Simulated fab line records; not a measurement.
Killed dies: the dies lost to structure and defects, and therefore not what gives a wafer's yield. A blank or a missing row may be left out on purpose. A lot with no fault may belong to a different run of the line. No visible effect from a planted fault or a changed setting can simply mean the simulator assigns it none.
Comparing a struck lot with a sound one	flow nand harc	15 steps out of a route of 1302
Sound: the wafers L337.1, L337.3, L337.4. Wafers L324.2, L324.4, L324.6 were the ones struck. The cause comes at the end.
Order at every step that has rows: each side's tool, ch and its chambers, its first start. Under that, the readings that differ: sound wafers	struck wafers	difference of the means	sigmas: that difference in standard deviations of wafers without a fault.
alike: same words and numbers on both sides, and readings whose means sit less than 2 such deviations apart. not compared: any withheld reading, any reading some wafer has no value for, any bound like >300 that may hide the same value, and any number with overlapping values for which the record gives no deviation.
The two part at a step that has a row with sigmas, a row that says differs or no value, or rows on one side only. Numbers that don't overlap but have no deviation are shown without sigmas and don't part them. Lack of a reading on every wafer of one side parts them only where that side has two or more wafers.

first, 3 steps without rows for these wafers: NHARC_A_M0_DESCUM_14 (chemistry O2, time 3 s); NHARC_A_M0_ETCH_34 (etches the open film in N2/H2, target depth 40 nm, overetch 12 nm, time 43.94 s); NHARC_A_M0_ETCH_15 (etches the open film in C4F8/Ar, target depth 150 nm, overetch 15 nm, time 82.5 s).
NHARC_A_M0_CD_MEAS_16:
  sound on cd sem-03, day 30 07:06; struck on cd sem-02, day 24 12:55
  alike: cd nm
NHARC_A_M0_STRIP_18: strips in N2/H2.
  sound on rie diel-04 ch 0,2,3, day 30 07:11; struck on rie diel-13 ch 1,2,3, day 24 13:02
  alike: drypump motor current A, oes product au, rf vpp V, showerhead plenum p Torr, throttle valve pct
  not compared: rf hours counter h
then, 1 step without rows for these wafers: NHARC_A_M0_STRIP_19 (strips in post etch residue remover, time 600 s).
NHARC_A_M0_DEGAS_28: time 60 s.
  sound on pvd sputter-02, day 30 07:43; struck on pvd sputter-01, day 24 13:32
  alike: heater power w
NHARC_A_M0_PRE_CLEAN_29: time 30 s.
  sound on pvd sputter-02; struck on pvd sputter-01
  alike: heater power w
NHARC_A_M0_PVD_20: deposits TaN, target thk 5 nm, time 8.06 s.
  sound on pvd sputter-02; struck on pvd sputter-01
  alike: throttle valve pct
NHARC_A_M0_PVD_21: deposits Cu, target thk 30 nm, time 20.49 s.
  sound on pvd sputter-02; struck on pvd sputter-01
  alike: throttle valve pct
then, 2 steps without rows for these wafers: NHARC_A_M0_ECD_22 (material Cu, target thk 400 nm); NHARC_A_M0_ANNEAL_30 (time 90 s).
NHARC_A_M0_CMP_23: polishes, t overpolish 20 s, target thk 113.75 nm.
  sound on cmp-02 ch 0,2,3, day 30 08:49; struck on cmp-04 ch 1,2, day 24 14:39
  no value came back on the struck wafers for edge zone pressure frac, motor current A (A), slurry filter dp kPa (kPa), time to endpoint s (s); on the sound wafers edge zone pressure frac reads 0.995 1.001 0.996
NHARC_A_M0_THK_MEAS_24: measures by xrf.
  sound on film metro-02, day 30 09:07; struck on film metro-01, day 24 14:56
reading	sound	struck	difference	sigmas
thk nm (nm)	112.9 113.8 113.8	394.8 396.8 401.9	+284.3	+99 or more
following that, these wafers have no rows for 1 step: NHARC_A_M0_SRD_25.

== WHERE THEY PART ==
Earliest at NHARC_A_M0_CMP_23; latest, in this record, at NHARC_A_M0_THK_MEAS_24.

WHY: what had been put in by the simulator
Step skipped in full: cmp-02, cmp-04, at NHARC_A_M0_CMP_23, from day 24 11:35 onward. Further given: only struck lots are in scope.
